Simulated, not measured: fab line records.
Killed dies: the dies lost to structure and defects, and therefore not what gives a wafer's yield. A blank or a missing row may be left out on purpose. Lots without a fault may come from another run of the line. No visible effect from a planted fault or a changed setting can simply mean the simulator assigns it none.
Chamber matching || flow n5Finfet || 4 sister chambers for N5_BEOL_M4_ETCH_70 on rieDiel-02
The step etches SOC in N2/H2, target depth 80 nm, overetch 24 nm, time 130 s. 4 wafers are shown with their chamber, then 8 later ones without.

## WAFERS PAIRED WITH THEIR CHAMBERS
{"wafer": "L085.6", "chamber": 1, "showerheadPlenumPTorr (Torr)": 2.72}
{"wafer": "L087.2", "chamber": 2, "showerheadPlenumPTorr (Torr)": 2.50}
{"wafer": "L087.3", "chamber": 3, "showerheadPlenumPTorr (Torr)": 2.50}
{"wafer": "L090.3", "chamber": 0, "showerheadPlenumPTorr (Torr)": 2.59}

## WAFERS WHOSE CHAMBER IS MISSING
{"wafer": "L090.5", "showerheadPlenumPTorr (Torr)": 2.71}
{"wafer": "L090.6", "showerheadPlenumPTorr (Torr)": 2.50}
{"wafer": "L089.1", "showerheadPlenumPTorr (Torr)": 2.49}
{"wafer": "L089.2", "showerheadPlenumPTorr (Torr)": 2.59}
{"wafer": "L089.5", "showerheadPlenumPTorr (Torr)": 2.50}
{"wafer": "L093.1", "showerheadPlenumPTorr (Torr)": 2.71}
{"wafer": "L093.3", "showerheadPlenumPTorr (Torr)": 2.49}
{"wafer": "L093.4", "showerheadPlenumPTorr (Torr)": 2.50}

## WHICH CHAMBER EACH ONE RAN IN
{"wafer": "L090.5", "from the rows above": 1, "in truth": 1}
{"wafer": "L090.6", "from the rows above": "can't be placed: 2 or 3", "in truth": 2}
{"wafer": "L089.1", "from the rows above": "can't be placed: 2 or 3", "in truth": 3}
{"wafer": "L089.2", "from the rows above": 0, "in truth": 0}
{"wafer": "L089.5", "from the rows above": "can't be placed: 2 or 3", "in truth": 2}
{"wafer": "L093.1", "from the rows above": 1, "in truth": 1}
{"wafer": "L093.3", "from the rows above": "can't be placed: 2 or 3", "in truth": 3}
{"wafer": "L093.4", "from the rows above": "can't be placed: 2 or 3", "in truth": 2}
Correctly placed: 3 of 8. These rows do not allow placing 5 (true chamber among the candidates in 5). 0 placed wrongly.
How it was worked out, from the rows above alone: a wafer's distance from a chamber is the root of the sum, over the readings, of the square of ((its reading less the chamber's mean) divided by the reading's scatter). If the next closest chamber is less than 2 further off than the closest, the wafer can't be placed; otherwise it belongs to the closest. For every chamber, the mean is computed from those of its wafers that are shown. The scatter: with one shown wafer a chamber, the root of the mean of the squares of how far each hidden wafer lies from its nearest shown one.
